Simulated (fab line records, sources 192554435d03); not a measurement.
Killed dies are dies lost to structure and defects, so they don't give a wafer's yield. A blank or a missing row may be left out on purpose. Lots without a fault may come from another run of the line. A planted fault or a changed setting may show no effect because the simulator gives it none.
fab line records | flow n5_finfet
record lots=24 wafers=72 last_day=17
route steps=1938 shown BEOL_M7@1331 BEOL_M8@1335
lots that met no fault: from a run of the same line without faults
start_h: hours from the record's first day to the start of the lot's first wafer shown | wait_h: hours since the lot's step before | " the same as in the row above | L1.1+2: a row that stands for several wafers | - no value, or no start given | * or withheld: withheld | < > ~ a bound
route shown NAME@n: a module of which the file shows steps, and the number in the route of the first | usual: mean/standard deviation of fault-free wafers | same: alike in all rows | chamber/n: place in a boat | sites: the reading at each site | _std_site: their standard deviation | _edge_site: outer sites' mean less inner sites' | radius_mm: how far each site lies from the wafer's centre | mask NAME#n: copy n | behind: the tool/chamber that last shaped the wafer | hold: why the lot was held/for how many hours/how that ended | device: the transistor (n, p or np) that didn't switch | end of line: the same wafers' tests at the end of the route | a step without rows: its recipe alone | killed: dies lost to structure and defects at the first sort, not the wafer's yield | map: a wafer's dies, x killed, . not, _ none there
set.NAME: the setting as run; set.NAME@STEP: as run at that earlier step | model.NAME: the simulator's own value behind a step, which no gauge read
steps of the route over a sample of lots; a table a step, a row a wafer
services: from which hour (start_h, from the record's first day; less than 0 if before it) a tool's chamber was out of use, for how many hours, and why
## steps
# step N5_BEOL_M7_INSPECT_58
# recipe inspect_instrument=darkfield mode=post_dep
# usual raw_defect_count=69/24
# columns lot.wafer tool chamber start_h wait_h raw_defect_count
L075.2 defect_inspect-02 - 198.64 0.0 112
L075.5 " - " " 125
L075.6 " - " " 104
L074.2 defect_inspect-01 - 202.38 0.0 80
L074.4 " - " " 87
L074.6 " - " " 63
L076.3 defect_inspect-01 - 212.49 0.0 62
L076.4 " - " " 60
L076.5 " - " " 70
L077.1 defect_inspect-01 - 217.55 0.0 38
L077.2 " - " " 65
L077.5 " - " " 63
L078.1 defect_inspect-02 - 222.02 0.0 118
L078.4 " - " " 73
L078.6 " - " " 57
L080.2 defect_inspect-02 - 222.06 0.0 52
L080.4 " - " " 71
L080.5 " - " " 51
L079.2 defect_inspect-02 - 223.86 0.0 60
L079.4 " - " " 37
L079.6 " - " " 82
L081.4 defect_inspect-02 - 244.59 0.0 90
L081.5 " - " " 57
L081.6 " - " " 117
L083.3 defect_inspect-02 - 247.12 0.0 109
L083.4 " - " " 47
L083.6 " - " " 80
L082.3 defect_inspect-02 - 250.45 0.0 40
L082.5 " - " " 56
L082.6 " - " " 55
L085.2 defect_inspect-02 - 256.17 0.0 113
L085.3 " - " " 183
L085.6 " - " " 78
L086.2 defect_inspect-01 - 269.63 0.0 81
L086.3 " - " " 57
L086.6 " - " " 51
L084.1 defect_inspect-02 - 269.83 0.0 69
L084.3 " - " " 64
L084.4 " - " " 66
L087.2 defect_inspect-01 - 275.37 0.0 57
L087.4 " - " " 111
L087.6 " - " " 63
L088.2 defect_inspect-01 - 295.42 0.0 97
L088.4 " - " " 57
L088.6 " - " " 65
L089.1 defect_inspect-02 - 295.50 0.0 103
L089.4 " - " " 54
L089.6 " - " " 92
L090.2 defect_inspect-02 - 306.97 0.0 101
L090.4 " - " " 35
L090.6 " - " " 86
L091.3 defect_inspect-02 - 310.15 0.0 69
L091.4 " - " " 82
L091.6 " - " " 70
L093.4 defect_inspect-02 - 312.70 0.0 66
L093.5 " - " " 40
L093.6 " - " " 77
L094.1 defect_inspect-01 - 320.04 0.0 70
L094.4 " - " " 126
L094.6 " - " " 60
L092.1 defect_inspect-01 - 323.76 0.0 66
L092.3 " - " " 91
L092.4 " - " " 104
L095.2 defect_inspect-01 - 326.97 0.0 50
L095.5 " - " " 33
L095.6 " - " " 53
L096.2 defect_inspect-02 - 330.75 0.0 59
L096.4 " - " " 46
L096.5 " - " " 56
L097.2 defect_inspect-01 - 332.34 0.0 58
L097.5 " - " " 62
L097.6 " - " " 53
# step N5_BEOL_M8_PECVD_70
# recipe material=SiO2 target_thk_a=200 temp_c=400 precursor=TEOS/O2 pressure_torr=5.5 rf_w=450 teos_flow_sccm=53.8 gas=O2 flow_sccm=3000 time_s=22.7
# usual heater_power_w=666/82 showerhead_plenum_p_Torr=8.74/0.043 throttle_valve_pct=22.1/0.92
# columns lot.wafer tool chamber start_h wait_h heater_power_w showerhead_plenum_p_Torr throttle_valve_pct
L075.2 pecvd-01 1 199.29 0.0 740 8.78 22.0
L075.5 " 0 " " 625 8.74 22.1
L075.6 " 1 " " 733 8.78 21.8
L074.2 pecvd-02 1 203.51 0.0 720 8.73 21.8
L074.4 " 1 " " 709 8.74 22.0
L074.6 " 0 " " 661 8.68 22.2
L076.3 pecvd-04 1 213.16 0.1 536 8.73 22.7
L076.4 " 0 " " 762 8.71 23.3
L076.5 " 1 " " 558 8.72 23.2
L077.1 pecvd-04 1 218.20 0.0 475 8.71 23.0
L077.2 " 0 " " 689 8.70 23.5
L077.5 " 0 " " 696 8.70 23.4
L078.1 pecvd-01 2 222.70 0.0 754 8.75 21.0
L078.4 " 0 " " 637 8.76 22.2
L078.6 " 1 " " 738 8.78 22.0
L080.2 pecvd-02 0 223.00 0.0 753 8.69 22.4
L080.4 " 2 " " 547 8.85 20.7
L080.5 " 0 " " 733 8.65 22.5
L079.2 pecvd-04 0 224.51 0.0 727 8.72 23.4
L079.4 " 1 " " 528 8.71 22.6
L079.6 " 0 " " 705 8.70 23.5
L081.4 pecvd-04 2 245.26 0.1 605 8.74 20.7
L081.5 " 0 " " 770 8.71 23.4
L081.6 " 1 " " 534 8.72 22.9
L083.3 pecvd-04 1 247.77 0.0 522 8.75 22.8
L083.4 " 2 " " 727 8.73 20.6
L083.6 " 1 " " 510 8.73 22.7
L082.3 pecvd-04 0 251.10 0.0 626 8.71 23.5
L082.5 " 1 " " 555 8.71 22.7
L082.6 " 2 " " 669 8.73 20.6
L085.2 pecvd-04 1 257.30 0.0 493 8.74 22.9
L085.3 " 2 " " 702 8.73 20.6
L085.6 " 2 " " 708 8.74 20.5
L086.2 pecvd-02 2 270.78 0.0 640 8.84 21.3
L086.3 " 0 " " 700 8.67 22.4
L086.6 " 1 " " 624 8.73 21.9
L084.1 pecvd-02 2 270.96 0.0 664 8.83 21.0
L084.3 " 0 " " 657 8.66 22.5
L084.4 " 0 " " 669 8.67 22.5
L087.2 pecvd-02 0 276.02 0.0 720 8.69 22.6
L087.4 " 0 " " 728 8.68 22.6
L087.6 " 2 " " 681 8.83 21.0
L088.2 pecvd-04 0 296.07 0.0 652 8.70 23.6
L088.4 " 1 " " 463 8.71 22.8
L088.6 " 0 " " 667 8.71 23.6
L089.1 pecvd-01 2 296.15 0.0 764 8.73 21.0
L089.4 " 0 " " 688 8.72 22.4
L089.6 " 1 " " 761 8.79 21.7
L090.2 pecvd-02 1 307.63 0.0 673 8.73 22.3
L090.4 " 2 " " 661 8.80 21.2
L090.6 " 1 " " 674 8.73 21.8
L091.3 pecvd-01 2 311.28 0.0 759 8.73 21.3
L091.4 " 2 " " 752 8.71 21.1
L091.6 " 1 " " 772 8.80 21.9
L093.4 pecvd-02 2 313.88 0.1 659 8.82 21.2
L093.5 " 0 " " 798 8.67 23.0
L093.6 " 1 " " 649 8.75 21.6
L094.1 pecvd-01 1 320.85 0.0 638 8.79 21.8
L094.4 " 2 " " 657 8.76 21.0
L094.6 " 0 " " 676 8.73 22.0
L092.1 pecvd-04 1 324.61 0.0 506 8.71 22.6
L092.3 " 2 " " 639 8.75 20.7
L092.4 " 1 " " 502 8.72 22.5
L095.2 pecvd-02 1 327.62 0.0 715 8.75 22.0
L095.5 " 2 " " 602 8.82 21.0
L095.6 " 0 " " 760 8.70 22.9
L096.2 pecvd-01 2 331.40 0.0 763 8.75 21.1
L096.4 " 1 " " 653 8.80 22.0
L096.5 " 0 " " 669 8.77 22.5
L097.2 pecvd-01 1 332.99 0.0 761 8.78 22.0
L097.5 " 1 " " 754 8.80 22.2
L097.6 " 2 " " 757 8.75 21.1
# step N5_BEOL_M8_HM_DEP_02
# recipe material=TiN target_thk_a=200 temp_c=25 chamber_pressure_pa=0.49996
# usual throttle_valve_pct=30.1/0.88
# columns lot.wafer tool chamber start_h wait_h throttle_valve_pct
L075.2 pvd_sputter-02 - 199.63 0.3 30.1
L075.5 " - " " 30.2
L075.6 " - " " 30.5
L074.2 pvd_sputter-02 - 207.21 3.7 30.4
L074.4 " - " " 30.6
L074.6 " - " " 30.4
L076.3 pvd_sputter-02 - 213.58 0.4 30.3
L076.4 " - " " 30.3
L076.5 " - " " 30.4
L077.1 pvd_sputter-03 - 218.37 0.2 28.3
L077.2 " - " " 29.8
L077.5 " - " " 31.0
L078.1 pvd_sputter-01 - 223.43 0.7 30.0
L078.4 " - " " 30.6
L078.6 " - " " 27.5
L080.2 pvd_sputter-03 - 223.67 0.6 29.4
L080.4 " - " " 31.1
L080.5 " - " " 31.2
L079.2 pvd_sputter-03 - 226.65 2.1 28.6
L079.4 " - " " 31.3
L079.6 " - " " 31.3
L081.4 pvd_sputter-02 - 245.36 0.1 30.4
L081.5 " - " " 30.5
L081.6 " - " " 30.4
L083.3 pvd_sputter-01 - 247.83 0.0 30.0
L083.4 " - " " 27.6
L083.6 " - " " 30.6
L082.3 pvd_sputter-02 - 251.50 0.4 30.6
L082.5 " - " " 30.5
L082.6 " - " " 30.1
L085.2 pvd_sputter-01 - 258.11 0.8 30.7
L085.3 " - " " 27.7
L085.6 " - " " 30.8
L086.2 pvd_sputter-03 - 272.67 1.9 31.1
L086.3 " - " " 30.3
L086.6 " - " " 28.7
L084.1 pvd_sputter-03 - 272.77 1.8 28.7
L084.3 " - " " 30.0
L084.4 " - " " 31.5
L087.2 pvd_sputter-02 - 278.42 2.4 30.3
L087.4 " - " " 30.4
L087.6 " - " " 30.4
L088.2 pvd_sputter-02 - 297.69 1.6 30.1
L088.4 " - " " 30.1
L088.6 " - " " 30.2
L089.1 pvd_sputter-02 - 297.79 1.6 30.4
L089.4 " - " " 30.4
L089.6 " - " " 30.3
L090.2 pvd_sputter-02 - 308.30 0.7 30.5
L090.4 " - " " 30.7
L090.6 " - " " 30.4
L091.3 pvd_sputter-03 - 311.44 0.1 30.2
L091.4 " - " " 31.3
L091.6 " - " " 31.1
L093.4 pvd_sputter-02 - 314.19 0.3 30.3
L093.5 " - " " 30.4
L093.6 " - " " 30.4
L094.1 pvd_sputter-03 - 321.54 0.7 29.4
L094.4 " - " " 28.6
L094.6 " - " " 31.4
L092.1 pvd_sputter-01 - 325.31 0.7 30.6
L092.3 " - " " 29.8
L092.4 " - " " 30.7
L095.2 pvd_sputter-01 - 328.28 0.6 30.1
L095.5 " - " " 30.5
L095.6 " - " " 27.8
L096.2 pvd_sputter-01 - 332.22 0.8 27.8
L096.4 " - " " 30.5
L096.5 " - " " 29.8
L097.2 pvd_sputter-02 - 334.89 1.9 30.2
L097.5 " - " " 30.3
L097.6 " - " " 30.4
# step N5_BEOL_M8_CD_MEAS_11
# recipe target_cd_nm=38.5 landing_energy_ev=500 detector=se_inlens polarity=opening
# usual cd_nm=38.2/0.7
# columns lot.wafer tool chamber start_h wait_h cd_nm
L075.2 cd_sem-02 0 200.13 - 38.1
L075.5 " 0 " " 37.9
L075.6 " 0 " " 37.8
L074.2 cd_sem-01 0 207.71 - 38.1
L074.4 " 0 " " 38.3
L074.6 " 0 " " 37.2
L076.3 cd_sem-02 0 214.08 - 39.1
L076.4 " 0 " " 38.2
L076.5 " 0 " " 37.1
L077.1 cd_sem-01 0 218.87 - 38.7
L077.2 " 0 " " 39.1
L077.5 " 0 " " 39.1
L078.1 cd_sem-02 0 223.82 - 37.8
L078.4 " 0 " " 37.7
L078.6 " 0 " " 37.9
L080.2 cd_sem-03 0 224.17 - 38.8
L080.4 " 0 " " 38.6
L080.5 " 0 " " 37.6
L079.2 cd_sem-02 0 227.15 - 38.5
L079.4 " 0 " " 39.3
L079.6 " 0 " " 38.1
L081.4 cd_sem-02 0 245.87 - 38.0
L081.5 " 0 " " 37.5
L081.6 " 0 " " 37.7
L083.3 cd_sem-03 0 248.33 - 37.9
L083.4 " 0 " " 37.9
L083.6 " 0 " " 38.0
L082.3 cd_sem-03 0 252.00 - 37.6
L082.5 " 0 " " 37.6
L082.6 " 0 " " 37.1
L085.2 cd_sem-03 0 258.48 - 37.8
L085.3 " 0 " " 37.7
L085.6 " 0 " " 38.8
L086.2 cd_sem-01 0 273.17 - 38.4
L086.3 " 0 " " 38.9
L086.6 " 0 " " 37.7
L084.1 cd_sem-03 0 273.33 - 38.7
L084.3 " 0 " " 38.2
L084.4 " 0 " " 39.1
L087.2 cd_sem-03 0 278.92 - 38.4
L087.4 " 0 " " 37.7
L087.6 " 0 " " 39.0
L088.2 cd_sem-03 0 298.19 - 38.0
L088.4 " 0 " " 37.7
L088.6 " 0 " " 39.0
L089.1 cd_sem-02 0 298.35 - 39.3
L089.4 " 0 " " 39.1
L089.6 " 0 " " 38.2
L090.2 cd_sem-02 0 308.68 - 38.0
L090.4 " 0 " " 37.4
L090.6 " 0 " " 38.3
L091.3 cd_sem-01 0 311.94 - 39.5
L091.4 " 0 " " 37.5
L091.6 " 0 " " 39.0
L093.4 cd_sem-02 0 314.57 - 37.8
L093.5 " 0 " " 37.1
L093.6 " 0 " " 36.9
L094.1 cd_sem-02 0 322.04 - 39.5
L094.4 " 0 " " 39.5
L094.6 " 0 " " 37.7
L092.1 cd_sem-01 0 325.81 - 39.4
L092.3 " 0 " " 38.1
L092.4 " 0 " " 38.6
L095.2 cd_sem-03 0 328.65 - 39.1
L095.5 " 0 " " 38.6
L095.6 " 0 " " 39.0
L096.2 cd_sem-03 0 332.59 - 38.7
L096.4 " 0 " " 38.2
L096.5 " 0 " " 38.5
L097.2 cd_sem-01 0 335.39 - 37.8
L097.5 " 0 " " 38.5
L097.6 " 0 " " 38.5
# step N5_BEOL_M8_DESCUM_16
# recipe chemistry=O2 time_s=7.9 source_power_w=50 bias_power_w=20 pressure_mtorr=20 rf_frequency_hz=2.712e+07 temp_c=40 resist=CAR-ArF o2_flow_sccm=225
# usual drypump_motor_current_A=6.1/0.4 oes_product_au=0.79/0.086 rf_vpp_V=243.3/1.4 showerhead_plenum_p_Torr=2.11/0.066 throttle_valve_pct=20.44/0.2
# columns lot.wafer tool chamber start_h wait_h drypump_motor_current_A oes_product_au rf_hours_counter_h rf_vpp_V showerhead_plenum_p_Torr throttle_valve_pct
L075.2 rie_diel-04 2 200.21 0.0 5.5 0.82 64 242.2 2.05 20.38
L075.5 " 2 " " 5.5 0.82 - 241.7 2.05 20.38
L075.6 " 3 " " 6.3 0.70 - 244.9 2.17 20.43
L074.2 rie_diel-03 3 208.07 0.3 5.8 0.72 200 242.4 2.07 20.61
L074.4 " 1 " " 5.6 0.70 197 245.2 2.18 20.42
L074.6 " 0 " " 6.5 0.90 - 242.0 2.12 20.64
L076.3 rie_diel-04 2 214.37 0.2 5.6 0.81 70 242.0 2.05 20.39
L076.4 " 1 " " 6.6 0.72 212 243.7 2.15 20.50
L076.5 " 0 " " 6.0 0.71 - 242.4 1.98 20.24
L077.1 rie_diel-06 1 218.96 0.0 6.6 0.92 23 243.5 2.12 20.02
L077.2 " 3 " " 5.5 0.70 202 244.2 2.07 20.53
L077.5 " 1 " " 6.6 0.93 - 244.7 2.12 20.03
L078.1 rie_diel-06 2 223.91 0.0 5.9 0.93 7 240.9 2.08 20.46
L078.4 " 3 " " 5.5 0.71 203 243.4 2.07 20.53
L078.6 " 0 " " 6.1 0.85 - 244.8 2.23 20.58
L080.2 rie_diel-03 1 224.26 0.0 5.5 0.69 203 245.8 2.18 20.42
L080.4 " 2 " " 5.8 0.89 28 244.5 2.15 20.67
L080.5 " 0 " " 6.5 0.87 - 244.6 2.12 20.67
L079.2 rie_diel-04 0 227.24 0.0 6.0 0.71 208 239.8 1.98 20.25
L079.4 " 2 " " 5.5 0.82 75 242.2 2.05 20.40
L079.6 " 2 " " 5.5 0.81 - 242.3 2.05 20.39
L081.4 rie_diel-04 3 246.30 0.4 6.3 0.68 245 245.1 2.16 20.46
L081.5 " 3 " " 6.3 0.69 - 242.8 2.16 20.45
L081.6 " 2 " " 5.5 0.80 - 242.6 2.05 20.42
L083.3 rie_diel-06 1 248.42 0.0 6.6 0.91 31 244.4 2.12 20.05
L083.4 " 3 " " 5.5 0.70 212 242.0 2.06 20.52
L083.6 " 0 " " 6.0 0.84 - 246.9 2.22 20.58
L082.3 rie_diel-03 3 252.09 0.0 5.8 0.71 216 242.7 2.06 20.63
L082.5 " 0 " " 6.5 0.86 - 243.1 2.12 20.67
L082.6 " 3 " " 5.9 0.71 - 242.2 2.06 20.64
L085.2 rie_diel-03 0 258.57 0.0 6.5 0.85 61 243.3 2.12 20.67
L085.3 " 3 " " 5.8 0.72 219 241.8 2.06 20.64
L085.6 " 0 " " 6.5 0.85 - 242.0 2.12 20.68
L086.2 rie_diel-06 1 273.37 0.2 6.6 0.89 40 243.5 2.12 20.05
L086.3 " 3 " " 5.5 0.70 220 242.2 2.06 20.55
L086.6 " 3 " " 5.5 0.70 - 243.0 2.06 20.55
L084.1 rie_diel-03 1 273.69 0.3 5.6 0.68 219 243.0 2.17 20.44
L084.3 " 3 " " 5.9 0.70 223 244.3 2.06 20.64
L084.4 " 0 " " 6.5 0.84 65 243.8 2.11 20.68
L087.2 rie_diel-04 0 279.23 0.3 6.0 0.69 228 241.0 1.97 20.27
L087.4 " 1 " " 6.6 0.71 - 242.2 2.14 20.52
L087.6 " 0 " " 6.0 0.69 - 241.9 1.97 20.28
L088.2 rie_diel-03 2 298.43 0.2 5.8 0.85 51 244.8 2.14 20.72
L088.4 " 1 " " 5.6 0.68 228 245.3 2.17 20.46
L088.6 " 3 " " 5.8 0.70 - 242.4 2.06 20.66
L089.1 rie_diel-04 2 298.49 0.1 5.5 0.78 101 242.6 2.04 20.44
L089.4 " 1 " " 6.6 0.70 242 244.4 2.14 20.53
L089.6 " 2 " " 5.5 0.78 - 241.7 2.04 20.44
L090.2 rie_diel-06 2 308.77 0.0 5.9 0.89 35 241.9 2.07 20.48
L090.4 " 3 " " 5.5 0.69 231 243.4 2.06 20.57
L090.6 " 2 " " 5.9 0.88 - 242.5 2.07 20.50
L091.3 rie_diel-06 2 312.58 0.6 5.9 0.88 37 241.8 2.07 20.49
L091.4 " 3 " " 5.5 0.70 233 242.4 2.06 20.55
L091.6 " 1 " " 6.6 0.88 - 243.2 2.11 20.07
L093.4 rie_diel-04 1 315.06 0.4 6.6 0.70 244 243.9 2.14 20.53
L093.5 " 3 " " 6.3 0.92 - 243.5 2.16 20.02
L093.6 " 2 " " 5.5 0.77 - 242.6 2.04 20.45
L094.1 rie_diel-04 2 322.13 0.0 5.5 0.78 111 242.5 2.04 20.45
L094.4 " 3 " " 6.3 0.93 - 243.9 2.16 20.03
L094.6 " 1 " " 6.6 0.69 - 243.5 2.14 20.52
L092.1 rie_diel-04 2 325.90 0.0 5.5 0.78 112 242.2 2.04 20.46
L092.3 " 0 " " 6.0 0.68 244 242.2 1.97 20.33
L092.4 " 3 " " 6.3 0.93 18 244.5 2.16 20.02
L095.2 rie_diel-06 0 328.74 0.0 6.0 0.79 80 245.7 2.21 20.64
L095.5 " 2 " " 5.9 0.88 - 242.3 2.06 20.52
L095.6 " 1 " " 6.6 0.87 - 242.8 2.11 20.08
L096.2 rie_diel-04 2 332.68 0.0 5.5 0.77 114 242.1 2.04 20.45
L096.4 " 0 " " 6.0 0.68 246 241.4 1.96 20.31
L096.5 " 1 " " 6.6 0.70 - 243.1 2.14 20.55
L097.2 rie_diel-06 3 335.76 0.1 5.5 0.69 239 243.0 2.05 20.58
L097.5 " 1 " " 6.6 0.87 - 242.9 2.11 20.08
L097.6 " 0 " " 6.0 0.80 - 246.9 2.21 20.64
# step N5_BEOL_M8_ETCH_62
# recipe chemistry=N2/H2 target=SOC target_depth_a=1100 overetch_a=220 mask_material=SiARC temp_c=40 time_s=165 ion_energy_ev=200 pressure_mtorr=30 source_w=840 bias_w=150 n2_flow_sccm=200 h2_flow_sccm=200
# usual drypump_motor_current_A=6.1/0.4 oes_product_au=0.67/0.072 rf_vpp_V=524.1/2.4 showerhead_plenum_p_Torr=2.56/0.079 throttle_valve_pct=17.86/0.28
# columns lot.wafer tool chamber start_h wait_h drypump_motor_current_A oes_product_au rf_hours_counter_h rf_vpp_V showerhead_plenum_p_Torr throttle_valve_pct
L075.2 rie_diel-04 2 200.31 0.0 5.5 0.69 64 521.5 2.48 17.74
L075.5 " 2 " " 5.5 0.69 - 520.3 2.48 17.72
L075.6 " 3 " " 6.3 0.60 - 526.5 2.62 17.71
L074.2 rie_diel-03 3 208.16 0.0 5.9 0.61 200 523.0 2.54 18.29
L074.4 " 1 " " 5.5 0.60 197 526.8 2.62 17.71
L074.6 " 0 " " 6.5 0.74 - 524.2 2.61 18.26
L076.3 rie_diel-04 2 214.46 0.0 5.5 0.68 70 522.9 2.47 17.73
L076.4 " 1 " " 6.6 0.61 212 523.6 2.64 18.02
L076.5 " 0 " " 6.0 0.61 - 519.7 2.41 17.77
L077.1 rie_diel-06 1 219.05 0.0 6.6 0.79 23 525.8 2.59 17.44
L077.2 " 3 " " 5.5 0.62 202 522.3 2.54 18.15
L077.5 " 1 " " 6.6 0.79 - 525.3 2.59 17.42
L078.1 rie_diel-06 2 224.00 0.0 5.9 0.81 7 522.4 2.49 17.63
L078.4 " 3 " " 5.5 0.62 203 522.7 2.54 18.17
L078.6 " 0 " " 6.0 0.72 - 527.7 2.69 17.84
L080.2 rie_diel-03 1 224.35 0.0 5.5 0.59 203 527.3 2.62 17.72
L080.4 " 2 " " 5.8 0.76 28 523.7 2.59 17.89
L080.5 " 0 " " 6.5 0.73 - 525.1 2.61 18.27
L079.2 rie_diel-04 0 227.33 0.0 6.0 0.61 208 519.5 2.41 17.76
L079.4 " 2 " " 5.5 0.68 75 521.4 2.47 17.75
L079.6 " 2 " " 5.6 0.68 - 521.0 2.47 17.74
L081.4 rie_diel-04 3 246.39 0.0 6.3 0.58 246 524.7 2.61 17.75
L081.5 " 3 " " 6.3 0.59 - 525.2 2.61 17.73
L081.6 " 2 " " 5.5 0.68 - 520.9 2.47 17.76
L083.3 rie_diel-06 1 248.51 0.0 6.6 0.78 31 525.3 2.59 17.46
L083.4 " 3 " " 5.5 0.62 212 522.7 2.54 18.17
L083.6 " 0 " " 6.0 0.72 - 526.5 2.69 17.84
L082.3 rie_diel-03 3 252.18 0.0 5.9 0.59 216 522.8 2.54 18.29
L082.5 " 0 " " 6.5 0.71 - 524.5 2.60 18.29
L082.6 " 3 " " 5.8 0.60 - 523.6 2.54 18.28
L085.2 rie_diel-03 0 258.66 0.0 6.5 0.71 61 524.9 2.60 18.29
L085.3 " 3 " " 5.8 0.60 219 523.3 2.54 18.31
L085.6 " 0 " " 6.5 0.71 - 525.8 2.60 18.29
L086.2 rie_diel-06 1 273.46 0.0 6.6 0.76 40 526.0 2.59 17.49
L086.3 " 3 " " 5.5 0.61 221 522.6 2.53 18.18
L086.6 " 3 " " 5.5 0.61 - 523.2 2.53 18.20
L084.1 rie_diel-03 1 273.78 0.0 5.5 0.59 219 525.4 2.61 17.75
L084.3 " 3 " " 5.8 0.60 223 522.6 2.53 18.32
L084.4 " 0 " " 6.5 0.71 65 523.3 2.60 18.28
L087.2 rie_diel-04 0 279.33 0.0 6.0 0.60 228 520.1 2.41 17.79
L087.4 " 1 " " 6.6 0.60 - 526.4 2.63 18.07
L087.6 " 0 " " 6.0 0.59 - 519.6 2.40 17.80
L088.2 rie_diel-03 2 298.52 0.0 5.8 0.73 51 525.5 2.58 17.94
L088.4 " 1 " " 5.5 0.58 228 526.0 2.61 17.78
L088.6 " 3 " " 5.9 0.59 - 523.1 2.53 18.36
L089.1 rie_diel-04 2 298.58 0.0 5.5 0.66 101 521.3 2.46 17.78
L089.4 " 1 " " 6.7 0.60 242 525.3 2.63 18.07
L089.6 " 2 " " 5.6 0.66 - 522.3 2.46 17.76
L090.2 rie_diel-06 2 308.86 0.0 5.9 0.75 35 521.0 2.48 17.66
L090.4 " 3 " " 5.6 0.61 231 523.1 2.53 18.21
L090.6 " 2 " " 6.0 0.75 - 523.6 2.48 17.66
L091.3 rie_diel-06 2 312.67 0.0 6.0 0.75 37 522.1 2.48 17.68
L091.4 " 3 " " 5.6 0.60 233 522.6 2.53 18.21
L091.6 " 1 " " 6.6 0.74 - 526.1 2.58 17.50
L093.4 rie_diel-04 1 315.15 0.0 6.6 0.60 244 526.7 2.63 18.07
L093.5 " 3 " " 6.3 0.80 - 526.6 2.60 17.28
L093.6 " 2 " " 5.5 0.65 - 521.3 2.46 17.81
L094.1 rie_diel-04 2 322.22 0.0 5.5 0.65 111 521.5 2.46 17.80
L094.4 " 3 " " 6.3 0.80 - 524.7 2.60 17.29
L094.6 " 1 " " 6.6 0.59 - 526.6 2.63 18.08
L092.1 rie_diel-04 2 325.99 0.0 5.5 0.64 112 522.1 2.46 17.80
L092.3 " 0 " " 6.0 0.59 244 519.9 2.40 17.83
L092.4 " 3 " " 6.3 0.79 18 525.1 2.60 17.28
L095.2 rie_diel-06 0 328.83 0.0 6.1 0.68 80 526.7 2.67 17.88
L095.5 " 2 " " 5.9 0.75 - 522.6 2.48 17.68
L095.6 " 1 " " 6.6 0.74 - 524.1 2.58 17.52
L096.2 rie_diel-04 2 332.77 0.0 5.6 0.65 114 519.9 2.46 17.80
L096.4 " 0 " " 6.0 0.59 246 519.7 2.40 17.82
L096.5 " 1 " " 6.6 0.60 - 527.6 2.63 18.07
L097.2 rie_diel-06 3 335.85 0.0 5.6 0.60 239 522.4 2.53 18.21
L097.5 " 1 " " 6.6 0.73 - 524.0 2.58 17.54
L097.6 " 0 " " 6.1 0.68 - 527.9 2.67 17.90
## services
# columns tool chamber start_h hours kind
pecvd-02 2 186.72 8.7 repair
rie_diel-06 2 190.81 - clean
rie_diel-06 2 190.81 - consumable_replace:focus_ring
pecvd-01 - 191.73 2.8 pm
rie_diel-03 1 203.54 3.0 repair
pecvd-02 0 208.82 4.3 repair
pecvd-01 - 214.00 0.6 repair
rie_diel-06 - 225.12 1.1 repair
pecvd-04 - 253.34 2.8 pm
rie_diel-04 3 261.32 - clean
rie_diel-04 3 261.32 - consumable_replace:focus_ring
rie_diel-04 3 261.32 18.6 scheduled_down
rie_diel-04 3 261.32 18.6 vent_cycle
pecvd-01 0 264.28 6.5 repair
rie_diel-04 - 273.17 0.6 repair
pecvd-04 - 286.11 7.2 repair
rie_diel-04 1 300.68 13.4 repair
pecvd-02 2 311.80 1.7 repair
rie_diel-04 0 318.84 5.6 repair
rie_diel-06 3 325.95 5.6 repair
rie_diel-04 1 335.80 - clean
rie_diel-04 1 335.80 - consumable_replace:focus_ring
rie_diel-04 1 335.80 14.1 scheduled_down
rie_diel-04 1 335.80 14.1 vent_cycle
## key
fault none
